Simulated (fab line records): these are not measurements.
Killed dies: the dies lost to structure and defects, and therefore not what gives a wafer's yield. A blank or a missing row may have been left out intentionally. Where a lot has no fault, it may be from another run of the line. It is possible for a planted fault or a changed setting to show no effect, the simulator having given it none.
What tool caused it? || flow n5_finfet || 9 lots with 27 wafers sampled at 6 steps, on a route of 1938 steps

WHAT THE GAUGES READ, wafer by wafer
N5_ZERO_LAYER_CD_MEAS_11 targets a cd of 2000 nm. Usual: cd_nm reads 1999.0 nm (standard deviation 2.3).
{"lot": "L864", "measured": "day 1 12:38", "on": "cd_sem-03", "cd_nm (nm)": "2000.5 2000.5 1999.1", "flag": ""}
{"lot": "L865", "measured": "day 1 18:38", "on": "cd_sem-02", "cd_nm (nm)": "2000.6 1996.3 2000.0", "flag": ""}
{"lot": "L868", "measured": "day 2 12:49", "on": "cd_sem-01", "cd_nm (nm)": "2002.6 2000.9 2000.3", "flag": ""}
{"lot": "L872", "measured": "day 3 12:46", "on": "cd_sem-01", "cd_nm (nm)": "1992.9 1998.0 1997.3", "flag": ""}
{"lot": "L875", "measured": "day 4 06:47", "on": "cd_sem-03", "cd_nm (nm)": "2001.7 2001.2 2002.6", "flag": ""}
{"lot": "L880", "measured": "day 5 12:41", "on": "cd_sem-02", "cd_nm (nm)": "2000.3 1999.6 2001.4", "flag": ""}
{"lot": "L882", "measured": "day 6 00:40", "on": "cd_sem-01", "cd_nm (nm)": "1998.1 1999.8 1996.3", "flag": ""}
{"lot": "L885", "measured": "day 6 18:38", "on": "cd_sem-02", "cd_nm (nm)": "2000.9 1998.5 1999.9", "flag": ""}
{"lot": "L887", "measured": "day 7 06:40", "on": "cd_sem-02", "cd_nm (nm)": "2000.9 2000.6 2000.5", "flag": ""}

N5_WELL_APT_CD_MEAS_25 targets a cd of 200 nm. Usual: cd_nm reads 200.1 nm (standard deviation 1.8).
{"lot": "L864", "measured": "day 1 14:41", "on": "cd_sem-02", "cd_nm (nm)": "197.9 199.6 199.7", "flag": ""}
{"lot": "L865", "measured": "day 1 20:41", "on": "cd_sem-02", "cd_nm (nm)": "201.7 201.0 203.6", "flag": ""}
{"lot": "L868", "measured": "day 2 14:58", "on": "cd_sem-02", "cd_nm (nm)": "199.2 197.4 197.7", "flag": ""}
{"lot": "L872", "measured": "day 3 14:49", "on": "cd_sem-03", "cd_nm (nm)": "199.7 199.9 201.2", "flag": ""}
{"lot": "L875", "measured": "day 4 09:20", "on": "cd_sem-03", "cd_nm (nm)": "196.8 199.4 200.8", "flag": ""}
{"lot": "L880", "measured": "day 5 14:55", "on": "cd_sem-01", "cd_nm (nm)": "202.5 204.2 199.7", "flag": ""}
{"lot": "L882", "measured": "day 6 02:56", "on": "cd_sem-03", "cd_nm (nm)": "203.8 204.8 205.1", "flag": ""}
{"lot": "L885", "measured": "day 6 21:08", "on": "cd_sem-02", "cd_nm (nm)": "200.9 199.1 200.0", "flag": ""}
{"lot": "L887", "measured": "day 7 08:51", "on": "cd_sem-01", "cd_nm (nm)": "199.4 199.6 196.6", "flag": ""}

N5_BEOL_M4_RC_MEAS_101. Usual: DIBL_N 36.1 mV/V, standard deviation 1.6; DIBL_P 35.7 mV/V, standard deviation 1.8; IOFF_N 0.159 nA/um, standard deviation 0.027; IOFF_P 0.21 nA/um, standard deviation 0.03; ION_N 673 uA/um, standard deviation 10; ION_P 462 uA/um, standard deviation 7.4; SS_N 71.4 mV/dec, standard deviation 0.56; SS_P 73.2 mV/dec, standard deviation 0.61; VT_N 249.7 mV, standard deviation 3; VT_P -250 mV, standard deviation 3.1.
{"lot": "L864", "measured": "day 7 22:14", "on": "prober-01", "DIBL_N (mV/V)": "33.2 34.0 32.9", "DIBL_P (mV/V)": "33.2 35.0 32.9", "IOFF_N (nA/um)": "0.118 0.134 0.122", "IOFF_P (nA/um)": "0.19 0.22 0.19", "ION_N (uA/um)": "664 661 661", "ION_P (uA/um)": "460 466 459", "SS_N (mV/dec)": "70.7 71.5 71.3", "SS_P (mV/dec)": "72.6 73.1 72.2", "VT_N (mV)": "253.6 251.4 250.9", "VT_P (mV)": "-248 -249 -250", "flag": ""}
{"lot": "L865", "measured": "day 8 03:34", "on": "prober-01", "DIBL_N (mV/V)": "37.4 34.4 35.2", "DIBL_P (mV/V)": "38.9 35.6 35.5", "IOFF_N (nA/um)": "0.206 0.145 0.154", "IOFF_P (nA/um)": "0.25 0.19 0.19", "ION_N (uA/um)": "692 676 664", "ION_P (uA/um)": "463 462 451", "SS_N (mV/dec)": "72.8 71.5 71.9", "SS_P (mV/dec)": "74.3 73.1 72.6", "VT_N (mV)": "244.1 248.1 248.0", "VT_P (mV)": "-251 -254 -255", "flag": ""}
{"lot": "L868", "measured": "day 8 17:10", "on": "prober-02", "DIBL_N (mV/V)": "37.9 36.6 39.2", "DIBL_P (mV/V)": "37.4 35.8 38.7", "IOFF_N (nA/um)": "0.156 0.136 0.189", "IOFF_P (nA/um)": "0.19 0.18 0.24", "ION_N (uA/um)": "664 662 678", "ION_P (uA/um)": "448 451 458", "SS_N (mV/dec)": "71.6 71.7 72.0", "SS_P (mV/dec)": "73.6 73.1 73.8", "VT_N (mV)": "252.5 253.1 248.9", "VT_P (mV)": "-253 -254 -251", "flag": ""}
{"lot": "L872", "measured": "day 9 18:08", "on": "prober-01", "DIBL_N (mV/V)": "35.6 36.1 34.8", "DIBL_P (mV/V)": "34.9 36.6 35.5", "IOFF_N (nA/um)": "0.137 0.155 0.139", "IOFF_P (nA/um)": "0.18 0.22 0.20", "ION_N (uA/um)": "654 670 670", "ION_P (uA/um)": "451 462 466", "SS_N (mV/dec)": "71.5 70.7 70.8", "SS_P (mV/dec)": "72.7 72.8 73.3", "VT_N (mV)": "255.4 249.0 249.9", "VT_P (mV)": "-251 -249 -250", "flag": ""}
{"lot": "L875", "measured": "day 10 17:29", "on": "prober-02", "DIBL_N (mV/V)": "35.6 35.1 37.0", "DIBL_P (mV/V)": "36.0 35.4 37.4", "IOFF_N (nA/um)": "0.159 0.149 0.190", "IOFF_P (nA/um)": "0.20 0.19 0.23", "ION_N (uA/um)": "684 673 678", "ION_P (uA/um)": "463 459 464", "SS_N (mV/dec)": "71.0 71.8 71.6", "SS_P (mV/dec)": "73.1 72.8 73.9", "VT_N (mV)": "247.0 249.9 246.2", "VT_P (mV)": "-251 -251 -249", "flag": ""}
{"lot": "L880", "measured": "day 11 15:35", "on": "prober-02", "DIBL_N (mV/V)": "36.1 35.4 37.2", "DIBL_P (mV/V)": "36.2 35.9 38.5", "IOFF_N (nA/um)": "0.161 0.151 0.198", "IOFF_P (nA/um)": "0.22 0.22 0.26", "ION_N (uA/um)": "682 681 694", "ION_P (uA/um)": "473 466 471", "SS_N (mV/dec)": "72.0 71.7 71.3", "SS_P (mV/dec)": "72.8 73.7 72.9", "VT_N (mV)": "248.9 250.4 244.0", "VT_P (mV)": "-245 -246 -246", "flag": ""}
{"lot": "L882", "measured": "day 12 17:29", "on": "prober-01", "DIBL_N (mV/V)": "35.4 38.7 39.3", "DIBL_P (mV/V)": "35.2 38.5 38.7", "IOFF_N (nA/um)": "0.131 0.195 0.200", "IOFF_P (nA/um)": "0.18 0.23 0.23", "ION_N (uA/um)": "675 679 686", "ION_P (uA/um)": "462 463 466", "SS_N (mV/dec)": "70.7 71.5 71.9", "SS_P (mV/dec)": "72.7 74.0 74.1", "VT_N (mV)": "249.4 246.7 248.2", "VT_P (mV)": "-251 -249 -246", "flag": ""}
{"lot": "L885", "measured": "day 13 21:15", "on": "prober-01", "DIBL_N (mV/V)": "37.1 35.3 36.2", "DIBL_P (mV/V)": "36.8 34.9 36.0", "IOFF_N (nA/um)": "0.195 0.147 0.178", "IOFF_P (nA/um)": "0.23 0.19 0.22", "ION_N (uA/um)": "678 672 677", "ION_P (uA/um)": "461 457 463", "SS_N (mV/dec)": "71.9 71.5 72.2", "SS_P (mV/dec)": "72.9 72.3 72.4", "VT_N (mV)": "247.2 251.9 249.4", "VT_P (mV)": "-250 -253 -250", "flag": ""}
{"lot": "L887", "measured": "day 14 16:55", "on": "prober-02", "DIBL_N (mV/V)": "34.9 40.0 37.2", "DIBL_P (mV/V)": "33.0 39.2 35.1", "IOFF_N (nA/um)": "0.124 0.210 0.147", "IOFF_P (nA/um)": "0.19 0.30 0.23", "ION_N (uA/um)": "667 684 675", "ION_P (uA/um)": "465 473 478", "SS_N (mV/dec)": "70.6 71.4 70.6", "SS_P (mV/dec)": "72.9 75.1 73.6", "VT_N (mV)": "250.1 246.3 249.8", "VT_P (mV)": "-249 -246 -248", "flag": ""}

TOOL THAT RAN EACH LOT (tool first, then ch and the chambers of the sampled wafers, then the start)
{"lot": "L864", "N5_WELL_APT_DESCUM_13": "rie_diel-03 ch 1,2, day 1 13:40", "N5_WELL_APT_PEB_23": "litho_track-03 ch 0, day 1 14:34", "N5_PMOS_HMC_CHANNEL_EPI_DESCUM_14": "rie_diel-05 ch 0,1,2, day 1 17:08"}
{"lot": "L865", "N5_WELL_APT_DESCUM_13": "rie_diel-01 ch 0,3, day 1 19:39", "N5_WELL_APT_PEB_23": "litho_track-01 ch 0, day 1 20:34", "N5_PMOS_HMC_CHANNEL_EPI_DESCUM_14": "rie_diel-02 ch 1,3, day 1 23:05"}
{"lot": "L868", "N5_WELL_APT_DESCUM_13": "rie_diel-06 ch 0,1,2, day 2 13:49", "N5_WELL_APT_PEB_23": "litho_track-01 ch 0, day 2 14:51", "N5_PMOS_HMC_CHANNEL_EPI_DESCUM_14": "rie_diel-02 ch 0,2,3, day 2 17:28"}
{"lot": "L872", "N5_WELL_APT_DESCUM_13": "rie_diel-03 ch 1,2, day 3 13:46", "N5_WELL_APT_PEB_23": "litho_track-01 ch 0, day 3 14:41", "N5_PMOS_HMC_CHANNEL_EPI_DESCUM_14": "rie_diel-05 ch 1,2,3, day 3 17:53"}
{"lot": "L875", "N5_WELL_APT_DESCUM_13": "rie_diel-03 ch 0,1,2, day 4 08:17", "N5_WELL_APT_PEB_23": "litho_track-04 ch 0, day 4 09:13", "N5_PMOS_HMC_CHANNEL_EPI_DESCUM_14": "rie_diel-05 ch 1,2,3, day 4 11:56"}
{"lot": "L880", "N5_WELL_APT_DESCUM_13": "rie_diel-01 ch 0,1, day 5 13:53", "N5_WELL_APT_PEB_23": "litho_track-03 ch 0, day 5 14:49", "N5_PMOS_HMC_CHANNEL_EPI_DESCUM_14": "rie_diel-04 ch 0,1,2, day 5 17:30"}
{"lot": "L882", "N5_WELL_APT_DESCUM_13": "rie_diel-03 ch 0,1,2, day 6 01:47", "N5_WELL_APT_PEB_23": "litho_track-01 ch 0, day 6 02:49", "N5_PMOS_HMC_CHANNEL_EPI_DESCUM_14": "rie_diel-02 ch 0,1,2, day 6 05:11"}
{"lot": "L885", "N5_WELL_APT_DESCUM_13": "rie_diel-06 ch 1,3, day 6 20:04", "N5_WELL_APT_PEB_23": "litho_track-04 ch 0, day 6 21:01", "N5_PMOS_HMC_CHANNEL_EPI_DESCUM_14": "rie_diel-02 ch 0,1,3, day 6 23:28"}
{"lot": "L887", "N5_WELL_APT_DESCUM_13": "rie_diel-01 ch 1,2, day 7 07:41", "N5_WELL_APT_PEB_23": "litho_track-04 ch 0, day 7 08:44", "N5_PMOS_HMC_CHANNEL_EPI_DESCUM_14": "rie_diel-02 ch 0,1, day 7 11:31"}
- N5_WELL_APT_DESCUM_13: chemistry O2, time 7.9 s.
- N5_WELL_APT_PEB_23: peb time 90 s.
- N5_PMOS_HMC_CHANNEL_EPI_DESCUM_14: chemistry O2, time 7.9 s.

AS READ BY THE TOOLS THEMSELVES (means over the sampled wafers that have a number; for cases with no such wafer, the mark the record gives instead)
N5_WELL_APT_DESCUM_13. Usual: drypump_motor_current_A 5.6 A, standard deviation 0.32; oes_product_au 0.79 a.u., standard deviation 0.077; rf_vpp_V 243.9 V, standard deviation 1.2; showerhead_plenum_p_Torr 2.13 Torr, standard deviation 0.063; throttle_valve_pct 20.5 %, standard deviation 0.34.
{"lot": "L864", "tool": "rie_diel-03", "drypump_motor_current_A (A)": 5.9, "oes_product_au (a.u.)": 0.81, "rf_vpp_V (V)": 243.8, "showerhead_plenum_p_Torr (Torr)": 2.14, "throttle_valve_pct (%)": 20.5, "flag": ""}
{"lot": "L865", "tool": "rie_diel-01", "drypump_motor_current_A (A)": 5.6, "oes_product_au (a.u.)": 0.80, "rf_vpp_V (V)": 244.0, "showerhead_plenum_p_Torr (Torr)": 2.11, "throttle_valve_pct (%)": 20.3, "flag": ""}
{"lot": "L868", "tool": "rie_diel-06", "drypump_motor_current_A (A)": 5.7, "oes_product_au (a.u.)": 0.85, "rf_vpp_V (V)": 243.6, "showerhead_plenum_p_Torr (Torr)": 2.09, "throttle_valve_pct (%)": 20.3, "flag": ""}
{"lot": "L872", "tool": "rie_diel-03", "drypump_motor_current_A (A)": 6.0, "oes_product_au (a.u.)": 0.81, "rf_vpp_V (V)": 243.9, "showerhead_plenum_p_Torr (Torr)": 2.14, "throttle_valve_pct (%)": 20.5, "flag": ""}
{"lot": "L875", "tool": "rie_diel-03", "drypump_motor_current_A (A)": 5.8, "oes_product_au (a.u.)": 0.76, "rf_vpp_V (V)": 243.7, "showerhead_plenum_p_Torr (Torr)": 2.14, "throttle_valve_pct (%)": 20.6, "flag": ""}
{"lot": "L880", "tool": "rie_diel-01", "drypump_motor_current_A (A)": 5.6, "oes_product_au (a.u.)": 0.85, "rf_vpp_V (V)": 246.0, "showerhead_plenum_p_Torr (Torr)": 2.21, "throttle_valve_pct (%)": 20.2, "flag": ""}
{"lot": "L882", "tool": "rie_diel-03", "drypump_motor_current_A (A)": 5.8, "oes_product_au (a.u.)": 0.75, "rf_vpp_V (V)": 242.2, "showerhead_plenum_p_Torr (Torr)": 2.14, "throttle_valve_pct (%)": 20.7, "flag": ""}
{"lot": "L885", "tool": "rie_diel-06", "drypump_motor_current_A (A)": 5.3, "oes_product_au (a.u.)": 0.72, "rf_vpp_V (V)": 244.4, "showerhead_plenum_p_Torr (Torr)": 2.17, "throttle_valve_pct (%)": 20.8, "flag": ""}
{"lot": "L887", "tool": "rie_diel-01", "drypump_motor_current_A (A)": 5.6, "oes_product_au (a.u.)": 0.72, "rf_vpp_V (V)": 245.1, "showerhead_plenum_p_Torr (Torr)": 2.18, "throttle_valve_pct (%)": 20.8, "flag": ""}

N5_WELL_APT_PEB_23. Usual: chill_plate_temp_C 23.00 C, standard deviation 0.11; heater_power_total_W 172.5 W, standard deviation 0.77.
{"lot": "L864", "tool": "litho_track-03", "chill_plate_temp_C (C)": 23.05, "heater_power_total_W (W)": 173.2, "flag": ""}
{"lot": "L865", "tool": "litho_track-01", "chill_plate_temp_C (C)": 23.05, "heater_power_total_W (W)": 170.9, "flag": ""}
{"lot": "L868", "tool": "litho_track-01", "chill_plate_temp_C (C)": 23.07, "heater_power_total_W (W)": 173.0, "flag": ""}
{"lot": "L872", "tool": "litho_track-01", "chill_plate_temp_C (C)": 22.98, "heater_power_total_W (W)": 172.8, "flag": ""}
{"lot": "L875", "tool": "litho_track-04", "chill_plate_temp_C (C)": 23.09, "heater_power_total_W (W)": 172.6, "flag": ""}
{"lot": "L880", "tool": "litho_track-03", "chill_plate_temp_C (C)": 22.84, "heater_power_total_W (W)": 172.5, "flag": ""}
{"lot": "L882", "tool": "litho_track-01", "chill_plate_temp_C (C)": 23.11, "heater_power_total_W (W)": 172.5, "flag": ""}
{"lot": "L885", "tool": "litho_track-04", "chill_plate_temp_C (C)": 22.89, "heater_power_total_W (W)": 172.2, "flag": ""}
{"lot": "L887", "tool": "litho_track-04", "chill_plate_temp_C (C)": 23.02, "heater_power_total_W (W)": 172.2, "flag": ""}

N5_PMOS_HMC_CHANNEL_EPI_DESCUM_14. Usual: drypump_motor_current_A 5.5 A, standard deviation 0.37; oes_product_au 0.78 a.u., standard deviation 0.075; rf_vpp_V 243.5 V, standard deviation 1.3; showerhead_plenum_p_Torr 2.12 Torr, standard deviation 0.073; throttle_valve_pct 20.54 %, standard deviation 0.19.
{"lot": "L864", "tool": "rie_diel-05", "drypump_motor_current_A (A)": 5.6, "oes_product_au (a.u.)": 0.79, "rf_vpp_V (V)": 242.7, "showerhead_plenum_p_Torr (Torr)": 2.11, "throttle_valve_pct (%)": 20.65, "flag": ""}
{"lot": "L865", "tool": "rie_diel-02", "drypump_motor_current_A (A)": 5.8, "oes_product_au (a.u.)": 0.70, "rf_vpp_V (V)": 242.5, "showerhead_plenum_p_Torr (Torr)": 2.02, "throttle_valve_pct (%)": 20.62, "flag": ""}
{"lot": "L868", "tool": "rie_diel-02", "drypump_motor_current_A (A)": 5.7, "oes_product_au (a.u.)": 0.78, "rf_vpp_V (V)": 243.4, "showerhead_plenum_p_Torr (Torr)": 2.10, "throttle_valve_pct (%)": 20.48, "flag": ""}
{"lot": "L872", "tool": "rie_diel-05", "drypump_motor_current_A (A)": 5.8, "oes_product_au (a.u.)": 0.80, "rf_vpp_V (V)": 242.7, "showerhead_plenum_p_Torr (Torr)": 2.05, "throttle_valve_pct (%)": 20.44, "flag": ""}
{"lot": "L875", "tool": "rie_diel-05", "drypump_motor_current_A (A)": 5.8, "oes_product_au (a.u.)": 0.79, "rf_vpp_V (V)": 242.5, "showerhead_plenum_p_Torr (Torr)": 2.05, "throttle_valve_pct (%)": 20.44, "flag": ""}
{"lot": "L880", "tool": "rie_diel-04", "drypump_motor_current_A (A)": 5.1, "oes_product_au (a.u.)": 0.72, "rf_vpp_V (V)": 244.8, "showerhead_plenum_p_Torr (Torr)": 2.18, "throttle_valve_pct (%)": 20.56, "flag": ""}
{"lot": "L882", "tool": "rie_diel-02", "drypump_motor_current_A (A)": 5.8, "oes_product_au (a.u.)": 0.83, "rf_vpp_V (V)": 243.3, "showerhead_plenum_p_Torr (Torr)": 2.14, "throttle_valve_pct (%)": 20.53, "flag": ""}
{"lot": "L885", "tool": "rie_diel-02", "drypump_motor_current_A (A)": 5.8, "oes_product_au (a.u.)": 0.88, "rf_vpp_V (V)": 244.5, "showerhead_plenum_p_Torr (Torr)": 2.15, "throttle_valve_pct (%)": 20.45, "flag": ""}
{"lot": "L887", "tool": "rie_diel-02", "drypump_motor_current_A (A)": 5.9, "oes_product_au (a.u.)": 0.85, "rf_vpp_V (V)": 243.8, "showerhead_plenum_p_Torr (Torr)": 2.11, "throttle_valve_pct (%)": 20.60, "flag": ""}

THE ANSWER, worked out from the rows above alone
Rule: take the mean of a lot's wafers that have a number; if it is more than 3 standard deviations from the usual mean, the lot is off. A lot without any number at a reading at which 4 lots or more have one is off too. All remaining lots with rows at the step are treated as sound. After the gauges, taken in route order, come the tools' own readings; for these a lot's mean is taken, as printed above. At the first step where some lot is off, the reading lying furthest off is the one used; lots without a number count as furthest.
None of the lots is off at any reading shown; this tells nothing.

WHAT WAS PUT IN BY THE SIMULATOR
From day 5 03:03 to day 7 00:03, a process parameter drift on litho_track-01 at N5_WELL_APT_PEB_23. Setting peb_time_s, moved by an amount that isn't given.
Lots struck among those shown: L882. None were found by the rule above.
